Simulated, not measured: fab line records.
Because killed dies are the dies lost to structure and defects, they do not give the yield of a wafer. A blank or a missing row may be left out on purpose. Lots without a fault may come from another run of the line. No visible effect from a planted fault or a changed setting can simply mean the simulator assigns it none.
fab line records | flow n5-finfet
record: lots: 3 wafers: 9 last-day: 19
route steps=1938 shown BEOL_M6@1251 BEOL_M7@1263
lots untouched by any fault: they come from a run of this same line in which no faults occurred
start-h: start of the lot's first displayed wafer, in hours after the record's first day | wait-h: hours since the lot's step before | " repeats the value in the row above | L1.1+2: one row covering several wafers at once | - value missing, or start not given | * or withheld: withheld | < > ~ a bound
route shown NAME@n: names a module that has steps shown in the file, with the first one's number in the route | usual: mean/standard deviation of fault-free wafers | same: alike in all rows | chamber/n: place in a boat | sites: readings site by site | _std_site: standard deviation of those values | _edge_site: inner sites' mean taken away from outer sites' mean | radius-mm: for every site, how far away it sits from the centre of the wafer | mask NAME#n: copy n | behind: the most recent tool/chamber to have shaped the wafer | hold: what put the lot on hold/how long, in hours/how the hold closed | device: the n, p or np transistor that did not switch | end of line: at the end of the route, the tests of the same wafers | a step without rows: its recipe alone | killed: the dies lost at the first sort to structure and to defects; this is not the yield of the wafer | map: the dies of a wafer, with x for killed, . for not killed, _ for no die there
set.NAME: the run value of the setting; set.NAME@STEP: its run value at that earlier step | model.NAME: the simulator's own value behind a step, which no gauge read
a table for each step, a row for each wafer; lots at some steps of the route
services: when a tool's chamber went out of use (start-h, in hours from the record's first day, below 0 if earlier), for how many hours, and the reason
== steps ==
step: N5_BEOL_M6_ALD_77
recipe: material: TaN target-thk-a: 20 temp-c: 275 ald-precursor-family: PDMAT ald-co-reactant: NH3 pressure-torr: 3 carrier-flow-sccm: 1500 pulse-time-s: 2 purge-time-s: 3 co-reactant-purge-time-s: 2 co-reactant-pulse-time-s: 3 ald-cycles: 40 precursor-vessel-temp-c: 75 precursor-vessel-pressure-torr: 26.25 precursor-vessel-carrier-sccm: 1000
step: N5_BEOL_M6_SURFACE_TREAT_79
recipe: gas: Ar time-s: * ion-energy-ev: * ion-current-ma-cm2: 0.5 pressure-mtorr: * ar-flow-sccm: 30
step: N5_BEOL_M6_CVD_78
recipe: material: Co target-thk-a: 20 temp-c: withheld precursor: CCTBA/H2 pressure-torr: 30 time-s: 142.3
step: N5_BEOL_M6_SPUTTER_48
recipe: material: Cu target-thk-a: 100 temp-c: -20 bias-v: 60 power-w: 26000 chamber-pressure-pa: 0.13 time-s: 1.667
step: N5_BEOL_M6_ECD_50
recipe: material: Cu target-thk-a: 3000
step: N5_BEOL_M6_ANNEAL_51
recipe: temp-c: 225 time-s: 90 ambient: N2
step: N5_BEOL_M6_CMP_52
recipe: stop-on: SiCOH_lowk t-overpolish-s: 6.9 down-force-psi: 1 platen-rpm: 50 clearing-platen-down-force-psi: 1.5 clearing-platen-rpm: 50 post-cmp-clean: cu-alkaline target-thk-nm: 80 clearing-platen-pad-velocity-m-s: 0.99484 pad-velocity-m-s: 0.99484
step: N5_BEOL_M6_PRE_CLEAN_55
recipe: gas: NH3 time-s: 15 temp-c: withheld rf-power-w: 300
step: N5_BEOL_M6_DEP_56
recipe: material: SiCN target-thk-a: 100 temp-c: withheld precursor: 3MS/NH3 pressure-torr: 3 rf-w: 202 time-s: 17.5
step: N5_BEOL_M7_ILD_DEP_00
recipe: material: SiCOH_lowk target-thk-a: 1797.5 temp-c: 300 precursor: DEMS/porogen pressure-torr: 5 rf-w: 500 time-s: 33.4
usual: heater-power-w: 298/63 rf-fwd-power-W: 495.5/1.7 showerhead-plenum-p-Torr: 5.736/0.011 showerhead-vpp-V: 1419/59 susceptor-temp-C: 300.00/0.19 throttle-valve-pct: 14.2/0.76
columns lot.wafer tool chamber start-h wait-h heater-power-w rf-fwd-power-W showerhead-plenum-p-Torr showerhead-vpp-V susceptor-temp-C throttle-valve-pct model.SiCOH_lowk_of_BEOL_M7_ILD_DEP_00.thk-nm
L338.1 pecvd-01 2 235.94 0.0 211 494.7 5.742 1398 300.14 14.0 180.6
L338.4 " 1 " " 270 493.6 5.734 1345 300.40 14.4 181.8
L338.5 " 0 " " 272 496.9 5.723 1437 300.11 13.0 181
L343.4 pecvd-03 0 278.48 0.1 283 496.2 5.729 1390 299.99 15.4 182.8
L343.5 " 1 " " 332 496.2 5.723 1479 300.04 14.3 183.6
L343.6 " 2 " " 442 496.4 5.743 1376 300.00 13.6 181.6
L354.1 pecvd-03 0 353.03 0.0 269 496.3 5.706 1405 299.62 15.3 182
L354.2 " 1 " " 316 496.4 5.730 1516 295.99 14.3 185.6
L354.3 " 2 " " 436 496.9 5.742 1367 299.74 13.4 181.4
step: N5_BEOL_M7_CURE_74
recipe: temp-c: 385 time-s: 240 ambient: He/Ar material: SiCOH_lowk
step: N5_BEOL_M7_PECVD_70
recipe: material: SiO2 target-thk-a: 200 temp-c: 400 precursor: TEOS/O2 pressure-torr: 5.5 rf-w: 450 teos-flow-sccm: 53.8 gas: O2 flow-sccm: 3000 time-s: 22.7
step: N5_BEOL_M7_HM_DEP_02
recipe: material: TiN target-thk-a: 200 temp-c: 25 chamber-pressure-pa: 0.49996
step: N5_BEOL_M7_COAT_59
recipe: resist: SOC temp-c: 250 time-s: 60 spin-rpm: 1500 resist-thk-nm: 100
step: N5_BEOL_M7_COAT_60
recipe: resist: SiARC temp-c: 220 time-s: 60 spin-rpm: 1500 resist-thk-nm: 35
step: N5_BEOL_M7_COAT_05
recipe: resist: CAR-ArF spin-rpm: 1500 resist-thk-nm: 90
step: N5_BEOL_M7_EBR_07
recipe: solvent: PGMEA ebr-width-mm: 1.5
step: N5_BEOL_M7_SOFTBAKE_06
recipe: temp-c: 110 time-s: 60 resist: CAR-ArF
step: N5_BEOL_M7_EXPOSE_08
recipe: mask-id: M7 na: 1.35 source-shape: dipole sigma-inner: 0.817 sigma-outer: 0.97 polarization: te dose-mj: 68.25
step: N5_BEOL_M7_PEB_09
recipe: peb-temp-c: withheld peb-time-s: 60 resist: CAR-ArF
step: N5_BEOL_M7_DEVELOP_10
recipe: develop-time-s: 30 developer: TMAH resist: CAR-ArF rinse-liquid: diw dry: air-spin dev-temp-c: 23
step: N5_BEOL_M7_DESCUM_16
recipe: chemistry: O2 time-s: 7.9 source-power-w: 50 bias-power-w: 20 pressure-mtorr: 20 rf-frequency-hz: 2.712e+07 temp-c: 40 resist: CAR-ArF o2-flow-sccm: 225
step: N5_BEOL_M7_ETCH_61
recipe: chemistry: CF4 target: SiARC target-depth-a: 455 mask-material: CAR-ArF time-s: 75.8 ion-energy-ev: 80 pressure-mtorr: 40 source-w: 545 bias-w: 36 Ar_flow_sccm: 100 cf4-flow-sccm: 100 ends: cleared
step: N5_BEOL_M7_ETCH_62
recipe: chemistry: N2/H2 target: SOC target-depth-a: 1100 overetch-a: 220 mask-material: SiARC temp-c: 40 time-s: 165 ion-energy-ev: 200 pressure-mtorr: 30 source-w: 840 bias-w: 150 n2-flow-sccm: 200 h2-flow-sccm: 200
step: N5_BEOL_M7_STRIP_68
recipe: chemistry: N2/H2 temp-c: 40 n2-flow-sccm: 200 h2-flow-sccm: 200 rf-frequency-hz: 6e+07
step: N5_BEOL_M7_STRIP_67
recipe: chemistry: CF4 resist: SiARC power-w: 300 bias-power-w: 75 pressure-mtorr: 50 cf4-flow-sccm: 150 rf-frequency-hz: 6e+07
step: N5_BEOL_M7_HM_OPEN_17
recipe: chemistry: Cl2/BCl3 target-depth-a: 200 overetch-a: 60 target: TiN mask-material: SOC ion-energy-ev: 150 pressure-mtorr: 10 icp-w: 1000 bias-w: 126 Cl2_flow_sccm: 53.25 bcl3-flow-sccm: 21.75 Ar_flow_sccm: 25
step: N5_BEOL_M7_STRIP_19
recipe: chemistry: O2 power-w: 400 temp-c: 40 pressure-mtorr: 30 rf-frequency-hz: 6e+07 bias-power-w: 0 overash-fraction: 0.2 o2-flow-sccm: 225
step: N5_BEOL_M7_COAT_63
recipe: resist: SOC temp-c: 250 time-s: 60 spin-rpm: 1500 resist-thk-nm: 60
step: N5_BEOL_M7_COAT_64
recipe: resist: SiARC temp-c: 220 time-s: 60 spin-rpm: 1500 resist-thk-nm: 12
step: N5_BEOL_M7_COAT_71
recipe: resist: underlayer temp-c: 205 time-s: 60 spin-rpm: 1500 resist-thk-nm: 5
step: N5_BEOL_M7_COAT_22
recipe: resist: CAR-EUV spin-rpm: 1500 resist-thk-nm: 30
step: N5_BEOL_M7_EBR_24
recipe: solvent: PGMEA ebr-width-mm: 1.5
step: N5_BEOL_M7_SOFTBAKE_23
recipe: temp-c: 110 time-s: 60 resist: CAR-EUV
step: N5_BEOL_M7_CMP_52
recipe: stop-on: SiCOH_lowk t-overpolish-s: 6.9 down-force-psi: 1 platen-rpm: 50 clearing-platen-down-force-psi: 1.5 clearing-platen-rpm: 50 post-cmp-clean: cu-alkaline target-thk-nm: 80 clearing-platen-pad-velocity-m-s: 0.99484 pad-velocity-m-s: 0.99484
usual: barrier-field-endpoint-s: 29.0/0.64 clearing-platen-down-force-psi: 1.5000/0.0028 motor-current-A: 5.8/0.59 overpolish-run-s: 6.902/0.0093 time-to-endpoint-s: 62.5/2.6
columns lot.wafer tool chamber start-h wait-h barrier-field-endpoint-s clearing-platen-down-force-psi motor-current-A overpolish-run-s time-to-endpoint-s model.SiCOH_lowk_of_BEOL_M7_ILD_DEP_00.thk-nm
L338.4 cmp-01 0 244.51 0.2 29.1 1.5026 6.5 6.899 62.0 153.8
L338.1 " 2 " " 28.3 1.5013 6.2 6.903 61.1 152.8
L338.5 " 0 " " 29.3 1.5028 6.4 6.910 63.1 153.2
L343.4 cmp-01 0 284.02 0.2 29.2 1.5030 6.3 6.894 63.2 154.8
L343.5 " 2 " " 29.1 1.4977 6.0 6.904 59.5 155.4
L343.6 " 3 " " 29.2 1.5000 5.3 6.901 60.9 153.6
L354.2 cmp-02 2 364.00 0.2 28.1 1.5004 5.9 6.905 61.8 157
L354.3 " 3 " " 28.7 1.5011 5.2 6.915 64.9 153.4
L354.1 " 0 " " 28.9 1.4951 5.0 6.894 60.8 153.8
== services ==
columns tool chamber start-h hours kind
cmp-01 - 217.95 2.7 repair
pecvd-03 - 258.24 0.9 repair
pecvd-03 2 284.98 11.5 repair
pecvd-01 - 308.01 1.3 repair
cmp-01 - 308.32 0.7 repair
cmp-02 - 324.23 1.2 repair
pecvd-01 - 330.68 2.8 pm
cmp-02 - 336.64 1.7 repair
cmp-02 - 342.84 0.9 repair
cmp-02 - 358.03 2.9 pm
cmp-01 - 363.20 7.0 pm
== key ==
first-sign: step: N5_BEOL_M7_ILD_DEP_00 reading: susceptor-temp-C direction: down sigmas: 21 usual: * struck: *
effect none on later readings
model-effect: step: N5_BEOL_M7_ILD_DEP_00 value: SiCOH_lowk_of_BEOL_M7_ILD_DEP_00.thk-nm without: 182 struck: 185.6
model-effect: step: N5_BEOL_M7_CMP_52 value: SiCOH_lowk_of_BEOL_M7_ILD_DEP_00.thk-nm without: 154 struck: 157
met-at N5_BEOL_M7_ILD_DEP_00
struck-wafers L354.2
onset-between 278.48 353.03
fault: kind: process-parameter-drift tool: pecvd-03 chamber: 1 onset-h: 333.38 steps: N5_BEOL_M7_ILD_DEP_00 channel: temp-c offset: * shape: step end-h: 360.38 acts-in: * stated: *
